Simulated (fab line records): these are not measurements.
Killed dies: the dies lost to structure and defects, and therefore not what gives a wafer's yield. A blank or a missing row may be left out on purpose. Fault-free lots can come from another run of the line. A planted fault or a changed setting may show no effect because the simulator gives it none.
fab line records -- flow n5_finfet
[record] lots = 10, wafers = 30, last_day = 20
route steps=1938 shown BEOL_M15@1786 MIM_BOT@1833
lots that met no fault: from a run of the same line without faults
start_h: the number of hours between the record's first day and the start of the first shown wafer of the lot -- wait_h: how many hours have passed since the lot's step before this one -- " the same as in the row above -- L1.1+2: several wafers, shown together as one row -- - value missing, or start not given -- * or withheld: withheld -- < > ~ a bound
route shown NAME@n: names a module that has steps shown in the file, with the first one's number in the route -- usual: mean/standard deviation taken from wafers without a fault -- same: alike in all rows -- chamber/n: place in a boat -- sites: the reading at each site -- _std_site: the standard deviation of these -- _edge_site: mean of outer sites minus mean of inner sites -- radius_mm: for every site, how far away it sits from the centre of the wafer -- mask NAME#n: copy n -- behind: the most recent tool/chamber to have shaped the wafer -- hold: reason for holding the lot/hours on hold/outcome of the hold -- device: the transistor (n, p or np) that didn't switch -- end of line: tests run on the same wafers once the route is complete -- for a step that has no rows: nothing shown but its recipe -- killed: dies lost to structure and defects at the first sort, not the wafer's yield -- map: the dies of a wafer, with x for killed, . for not killed, _ for no die there
set.NAME: the setting that was run; set.NAME@STEP: the one run at that earlier step -- model.NAME: the simulator's own value behind a step, which no gauge read
the route's steps for a sample of lots (tables are steps, rows are wafers)
services: a tool's chamber out of use, with start hour (start_h, from the record's first day; less than 0 if before it), hours out, and reason
[[steps]]
[step N5_BEOL_M15_DESCUM_15]
[recipe] chemistry = O2, time_s = 7.9, source_power_w = 50, bias_power_w = 20, pressure_mtorr = 20, rf_frequency_hz = 2.712e+07, temp_c = 40, o2_flow_sccm = 225
[usual] drypump_motor_current_A = 5.8/0.44, oes_product_au = 0.78/0.087, rf_vpp_V = 242.9/1.4, showerhead_plenum_p_Torr = 2.08/0.068, throttle_valve_pct = 20.52/0.2
lot.wafer,tool,chamber,start_h,wait_h,drypump_motor_current_A,oes_product_au,rf_hours_counter_h,rf_vpp_V,showerhead_plenum_p_Torr,throttle_valve_pct
L452.2,rie_diel-05,2,316.57,0.0,6.2,0.89,40,241.1,2.04,20.42
L452.3,rie_diel-05,0,316.57,0.0,5.8,0.67,248,242.8,2.07,20.37
L452.4,rie_diel-05,1,316.57,0.0,5.4,0.85,-,241.6,2.12,20.24
L456.3,rie_diel-02,0,326.38,0.1,4.8,0.90,34,244.4,2.14,20.45
L456.5,rie_diel-02,1,326.38,0.1,5.6,0.73,-,240.6,2.00,20.76
L456.6,rie_diel-02,3,326.38,0.1,5.9,0.70,-,241.1,1.99,20.44
L459.1,rie_diel-02,1,339.72,0.8,5.6,0.71,205,241.7,1.99,20.78
L459.3,rie_diel-02,2,339.72,0.8,6.1,0.82,105,242.4,2.03,20.51
L459.4,rie_diel-02,0,339.72,0.8,4.8,0.90,41,244.7,2.14,20.44
L457.3,rie_diel-05,2,346.35,0.0,6.2,0.87,57,243.2,2.03,20.42
L457.5,rie_diel-05,1,346.35,0.0,5.3,0.84,-,243.3,2.12,20.26
L457.6,rie_diel-05,2,346.35,0.0,6.2,0.86,-,241.5,2.03,20.44
L461.1,rie_diel-05,0,347.60,0.1,5.8,1.01,0,243.3,2.06,20.02
L461.2,rie_diel-05,3,347.60,0.1,6.4,0.73,199,243.2,2.07,20.77
L461.4,rie_diel-05,1,347.60,0.1,5.4,0.83,90,243.9,2.12,20.26
L470.1,rie_diel-02,2,412.85,0.0,6.1,0.79,132,242.5,2.02,20.56
L470.3,rie_diel-02,0,412.85,0.0,4.8,0.86,64,241.6,2.13,20.49
L470.5,rie_diel-02,0,412.85,0.0,4.8,0.87,-,243.0,2.13,20.50
L467.1,rie_diel-03,3,416.03,0.0,5.5,0.67,237,244.9,2.15,20.69
L467.4,rie_diel-03,2,416.03,0.0,5.7,0.94,7,245.7,2.24,20.21
L467.5,rie_diel-03,0,416.03,0.0,5.9,0.76,-,244.8,2.17,20.49
L468.1,rie_diel-05,1,416.58,0.0,5.3,0.80,112,244.3,2.11,20.30
L468.4,rie_diel-05,2,416.58,0.0,6.2,0.82,80,244.2,2.03,20.47
L468.6,rie_diel-05,3,416.58,0.0,6.4,0.70,-,242.4,2.06,20.79
L473.1,rie_diel-05,3,436.91,0.1,6.4,0.70,226,243.8,2.06,20.80
L473.2,rie_diel-05,1,436.91,0.1,5.3,0.80,118,242.5,2.11,20.32
L473.3,rie_diel-05,1,436.91,0.1,5.3,0.79,-,242.5,2.11,20.31
L471.1,rie_diel-05,0,460.79,0.0,5.8,0.88,35,243.3,2.05,20.08
L471.4,rie_diel-05,2,460.79,0.0,6.2,0.82,91,240.5,2.02,20.49
L471.5,rie_diel-05,3,460.79,0.0,6.4,0.70,-,241.6,2.06,20.82
[step N5_BEOL_M15_PRE_CLEAN_42]
[recipe] gas = H2/He, time_s = 30, temp_c = 300
[usual] heater_power_w = 477/53
lot.wafer,tool,chamber,start_h,wait_h,heater_power_w
L452.2,pvd_sputter-01,-,319.29,0.0,489
L452.3,pvd_sputter-01,-,319.29,0.0,578
L452.4,pvd_sputter-01,-,319.29,0.0,502
L456.3,pvd_sputter-01,-,330.14,0.0,484
L456.5,pvd_sputter-01,-,330.14,0.0,575
L456.6,pvd_sputter-01,-,330.14,0.0,495
L459.1,pvd_sputter-01,-,342.96,0.0,479
L459.3,pvd_sputter-01,-,342.96,0.0,492
L459.4,pvd_sputter-01,-,342.96,0.0,563
L457.3,pvd_sputter-01,-,350.75,0.0,573
L457.5,pvd_sputter-01,-,350.75,0.0,475
L457.6,pvd_sputter-01,-,350.75,0.0,487
L461.1,pvd_sputter-03,-,353.21,0.0,395
L461.2,pvd_sputter-03,-,353.21,0.0,424
L461.4,pvd_sputter-03,-,353.21,0.0,395
L470.1,pvd_sputter-01,-,419.46,0.0,589
L470.3,pvd_sputter-01,-,419.46,0.0,474
L470.5,pvd_sputter-01,-,419.46,0.0,484
L467.1,pvd_sputter-03,-,419.63,0.0,411
L467.4,pvd_sputter-03,-,419.63,0.0,469
L467.5,pvd_sputter-03,-,419.63,0.0,399
L468.1,pvd_sputter-01,-,420.04,0.0,467
L468.4,pvd_sputter-01,-,420.04,0.0,496
L468.6,pvd_sputter-01,-,420.04,0.0,485
L473.1,pvd_sputter-01,-,443.48,0.0,577
L473.2,pvd_sputter-01,-,443.48,0.0,496
L473.3,pvd_sputter-01,-,443.48,0.0,502
L471.1,pvd_sputter-02,-,463.60,0.0,529
L471.4,pvd_sputter-02,-,463.60,0.0,450
L471.5,pvd_sputter-02,-,463.60,0.0,534
[step N5_BEOL_M15_SPUTTER_44]
[recipe] material = Ta, target_thk_a = 150, temp_c = 50, bias_v = 80, power_w = 15000, chamber_pressure_pa = 0.07, time_s = 24.19
[usual] cathode_dc_power_W = 15000/2.8, chamber_pressure_pa = 0.06998/0.00013, substrate_temp_c = 50.01/0.11, throttle_valve_pct = 29.6/1
lot.wafer,tool,chamber,start_h,wait_h,cathode_dc_power_W,chamber_pressure_pa,substrate_temp_c,throttle_valve_pct
L452.2,pvd_sputter-01,-,319.41,0.0,15000,0.06997,50.10,29.0
L452.3,pvd_sputter-01,-,319.41,0.0,15000,0.07007,50.17,31.0
L452.4,pvd_sputter-01,-,319.41,0.0,14998,0.06974,50.00,30.0
L456.3,pvd_sputter-01,-,330.26,0.0,15000,0.07,49.99,28.7
L456.5,pvd_sputter-01,-,330.26,0.0,15002,0.07023,49.91,31.1
L456.6,pvd_sputter-01,-,330.26,0.0,15001,0.06992,50.14,30.0
L459.1,pvd_sputter-01,-,343.08,0.0,14999,0.06984,50.16,28.3
L459.3,pvd_sputter-01,-,343.08,0.0,14996,0.07002,50.15,28.8
L459.4,pvd_sputter-01,-,343.08,0.0,13818,0.07016,49.93,31.0
L457.3,pvd_sputter-01,-,350.87,0.0,13824,0.06978,49.94,31.3
L457.5,pvd_sputter-01,-,350.87,0.0,15000,0.07002,50.20,28.3
L457.6,pvd_sputter-01,-,350.87,0.0,15004,0.0701,49.81,29.7
L461.1,pvd_sputter-03,-,353.33,0.0,15003,0.07004,49.84,30.8
L461.2,pvd_sputter-03,-,353.33,0.0,14999,0.06993,49.83,27.9
L461.4,pvd_sputter-03,-,353.33,0.0,15003,0.06986,50.01,29.1
L470.1,pvd_sputter-01,-,419.58,0.0,15000,0.07004,50.24,31.1
L470.3,pvd_sputter-01,-,419.58,0.0,15001,0.0698,49.99,28.5
L470.5,pvd_sputter-01,-,419.58,0.0,15001,0.06988,49.93,28.4
L467.1,pvd_sputter-03,-,419.75,0.0,14997,0.07017,50.10,29.1
L467.4,pvd_sputter-03,-,419.75,0.0,15000,0.07002,50.18,29.2
L467.5,pvd_sputter-03,-,419.75,0.0,15001,0.07031,50.16,30.7
L468.1,pvd_sputter-01,-,420.16,0.0,14996,0.06991,49.92,29.4
L468.4,pvd_sputter-01,-,420.16,0.0,15002,0.0698,49.88,30.0
L468.6,pvd_sputter-01,-,420.16,0.0,15001,0.06989,50.17,28.5
L473.1,pvd_sputter-01,-,443.60,0.0,14996,0.07022,49.92,31.0
L473.2,pvd_sputter-01,-,443.60,0.0,15001,0.07,50.05,29.9
L473.3,pvd_sputter-01,-,443.60,0.0,14998,0.07,50.04,29.0
L471.1,pvd_sputter-02,-,463.72,0.0,15000,0.07005,49.88,29.8
L471.4,pvd_sputter-02,-,463.72,0.0,14997,0.07026,50.03,31.3
L471.5,pvd_sputter-02,-,463.72,0.0,15003,0.07001,50.02,30.2
[step N5_BEOL_M15_CMP_49]
[recipe] stop_on = SiO2, t_overpolish_s = 4.9, down_force_psi = 2, platen_rpm = 80, clearing_platen_down_force_psi = 2, clearing_platen_rpm = 80, post_cmp_clean = cu_alkaline, target_thk_nm = 850, clearing_platen_pad_velocity_m_s = 1.5917, pad_velocity_m_s = 1.5917
[usual] barrier_field_endpoint_s = 11.32/0.21, edge_zone_pressure_frac = 1.000/0.0048, motor_current_A = 8.4/1.1, slurry_filter_dp_kPa = 13.48/0.13
lot.wafer,tool,chamber,start_h,wait_h,barrier_field_endpoint_s,edge_zone_pressure_frac,motor_current_A,slurry_filter_dp_kPa
L452.3,cmp-03,1,320.18,0.2,11.27,1.001,11.5,13.40
L452.2,cmp-03,2,320.18,0.2,11.26,0.995,8.3,13.53
L452.4,cmp-03,3,320.18,0.2,11.08,1.012,9.0,13.60
L456.3,cmp-01,2,331.23,0.4,11.13,1.006,8.9,13.67
L456.6,cmp-01,0,331.23,0.4,11.18,1.001,7.7,13.42
L456.5,cmp-01,1,331.23,0.4,11.04,0.992,9.1,13.54
L459.1,cmp-03,2,344.55,0.3,11.22,1.001,8.6,13.72
L459.4,cmp-03,3,344.55,0.3,10.69,1.000,9.5,13.55
L459.3,cmp-03,1,344.55,0.3,11.36,1.002,12.2,13.42
L457.3,cmp-03,1,351.72,0.3,10.71,0.996,11.9,13.67
L457.6,cmp-03,2,351.72,0.3,11.56,1.008,8.1,13.15
L457.5,cmp-03,3,351.72,0.3,11.40,0.998,9.6,13.61
L461.2,cmp-02,3,354.13,0.2,11.55,1.003,7.7,13.80
L461.1,cmp-02,1,354.13,0.2,11.56,1.004,7.6,13.59
L461.4,cmp-02,2,354.13,0.2,11.90,1.000,7.9,13.55
L470.3,cmp-02,2,420.39,0.2,11.26,0.988,7.9,13.40
L470.1,cmp-02,3,420.39,0.2,11.27,0.998,7.5,13.52
L470.5,cmp-02,1,420.39,0.2,10.82,1.007,8.1,13.66
L467.1,cmp-01,3,420.60,0.3,11.21,1.005,7.3,13.44
L467.4,cmp-01,0,420.60,0.3,11.17,0.995,7.5,13.27
L467.5,cmp-01,0,420.60,0.3,10.99,0.998,7.4,13.67
L468.4,cmp-02,3,421.28,0.2,11.56,1.000,7.6,13.53
L468.1,cmp-02,0,421.28,0.2,11.47,0.997,7.6,13.55
L468.6,cmp-02,3,421.28,0.2,11.20,1.005,7.4,13.41
L473.3,cmp-02,2,444.40,0.2,11.46,0.995,8.3,13.18
L473.2,cmp-02,3,444.40,0.2,11.26,0.997,7.6,13.35
L473.1,cmp-02,1,444.40,0.2,11.12,1.009,7.9,13.41
L471.1,cmp-02,2,464.84,0.3,11.38,0.997,8.0,13.62
L471.4,cmp-02,1,464.84,0.3,11.60,1.002,8.0,13.53
L471.5,cmp-02,2,464.84,0.3,11.29,1.001,7.8,13.42
[step N5_MIM_BOT_SPUTTER_00]
[recipe] material = TiN, target_thk_a = 350, temp_c = 200, power_w = 3000, chamber_pressure_pa = 0.49996, gas = Ar, reactive_partial_pa = 0.37997, time_s = 89.7
[usual] cathode_dc_power_W = 3000.0/0.52, chamber_pressure_pa = 0.4999/0.00094, substrate_temp_c = 200.02/0.17, throttle_valve_pct = 29.6/1
lot.wafer,tool,chamber,start_h,wait_h,cathode_dc_power_W,chamber_pressure_pa,substrate_temp_c,throttle_valve_pct
L452.2,pvd_sputter-02,-,323.25,0.0,2999.4,0.5004,199.90,28.9
L452.3,pvd_sputter-02,-,323.25,0.0,3000.0,0.4992,200.15,30.4
L452.4,pvd_sputter-02,-,323.25,0.0,2999.9,0.5004,200.11,29.7
L456.3,pvd_sputter-02,-,335.43,0.0,2999.8,0.4991,200.27,30.5
L456.5,pvd_sputter-02,-,335.43,0.0,3000.1,0.4991,200.04,31.4
L456.6,pvd_sputter-02,-,335.43,0.0,3000.5,0.5010,199.91,28.5
L459.1,pvd_sputter-03,-,347.22,0.0,2999.9,0.4990,200.12,29.3
L459.3,pvd_sputter-03,-,347.22,0.0,3000.4,0.4998,200.32,30.5
L459.4,pvd_sputter-03,-,347.22,0.0,2999.1,0.4991,199.95,27.7
L457.3,pvd_sputter-03,-,353.81,0.0,2999.9,0.4993,199.95,28.0
L457.5,pvd_sputter-03,-,353.81,0.0,3000.9,0.4990,199.86,29.3
L457.6,pvd_sputter-03,-,353.81,0.0,2999.3,0.4994,199.85,30.6
L461.1,pvd_sputter-02,-,357.16,0.0,2999.0,0.4996,199.78,31.1
L461.2,pvd_sputter-02,-,357.16,0.0,2999.5,0.5005,200.07,28.6
L461.4,pvd_sputter-02,-,357.16,0.0,3000.7,0.4998,200.19,30.0
L470.1,pvd_sputter-02,-,422.73,0.0,2999.9,0.4998,199.88,31.4
L470.3,pvd_sputter-02,-,422.73,0.0,2999.8,0.4998,200.17,30.1
L470.5,pvd_sputter-02,-,422.73,0.0,3000.0,0.5012,200.00,29.7
L467.1,pvd_sputter-03,-,423.29,0.0,2999.9,0.4999,200.17,30.6
L467.4,pvd_sputter-03,-,423.29,0.0,3000.3,0.4994,200.30,28.9
L467.5,pvd_sputter-03,-,423.29,0.0,2999.5,0.5006,200.14,29.0
L468.1,pvd_sputter-03,-,423.45,0.0,3000.5,0.4997,199.94,28.0
L468.4,pvd_sputter-03,-,423.45,0.0,2999.6,0.5011,200.17,29.2
L468.6,pvd_sputter-03,-,423.45,0.0,3000.7,0.5002,200.07,28.9
L473.1,pvd_sputter-03,-,448.39,0.0,2999.1,0.4996,200.20,29.0
L473.2,pvd_sputter-03,-,448.39,0.0,3001.2,0.4989,199.96,29.3
L473.3,pvd_sputter-03,-,448.39,0.0,3000.6,0.4987,200.02,28.1
L471.1,pvd_sputter-03,-,466.61,0.0,2999.8,0.4976,199.99,29.1
L471.4,pvd_sputter-03,-,466.61,0.0,2999.9,0.4992,199.82,27.8
L471.5,pvd_sputter-03,-,466.61,0.0,3000.5,0.4978,199.92,29.4
[[services]]
tool,chamber,start_h,hours,kind
rie_diel-02,0,294.77,12.3,repair
cmp-02,-,312.09,4.0,pm
rie_diel-03,1,312.30,15.5,repair
rie_diel-05,3,315.21,3.1,repair
rie_diel-02,2,322.19,4.5,repair
rie_diel-03,-,327.21,28.1,pm
rie_diel-05,-,329.22,0.3,repair
rie_diel-02,-,332.96,1.8,repair
rie_diel-02,0,350.85,2.9,repair
cmp-02,-,358.42,7.3,pm
rie_diel-02,-,368.45,4.3,pm
rie_diel-03,-,374.24,1.1,repair
cmp-01,-,376.04,0.6,repair
rie_diel-05,3,381.29,7.0,repair
cmp-02,-,385.38,0.5,repair
cmp-01,-,389.82,1.8,repair
rie_diel-03,-,408.89,2.8,pm
rie_diel-02,-,412.46,0.3,repair
cmp-01,-,417.31,1.3,repair
cmp-02,-,423.25,2.1,repair
rie_diel-05,2,431.49,8.2,repair
rie_diel-05,0,434.83,5.0,repair
cmp-03,-,440.34,6.3,pm
pvd_sputter-02,-,444.70,7.5,repair
[[key]]
[first_sign] step = N5_BEOL_M15_SPUTTER_44, reading = cathode_dc_power_W, direction = down, sigmas = 99+, usual = *, struck = *
[effect] step = N5_BEOL_M15_CMP_49, reading = barrier_field_endpoint_s, direction = down, sigmas = 3, usual = 11.32, struck = 10.70
met_at N5_BEOL_M15_SPUTTER_44
struck_lots L457,L459
struck_wafers L457.3,L459.4
not_acting_at N5_BEOL_M15_DESCUM_15,N5_BEOL_M15_PRE_CLEAN_42,N5_MIM_BOT_SPUTTER_00
onset_between 330.26 343.08
[fault] kind = process_parameter_drift, tool = pvd_sputter-01, chamber = -, onset_h = 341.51, steps = N5_BEOL_M15_SPUTTER_44, channel = power_w, offset = *, shape = step, end_h = 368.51, acts_in = *, stated = *, scope = struck_wafers_only
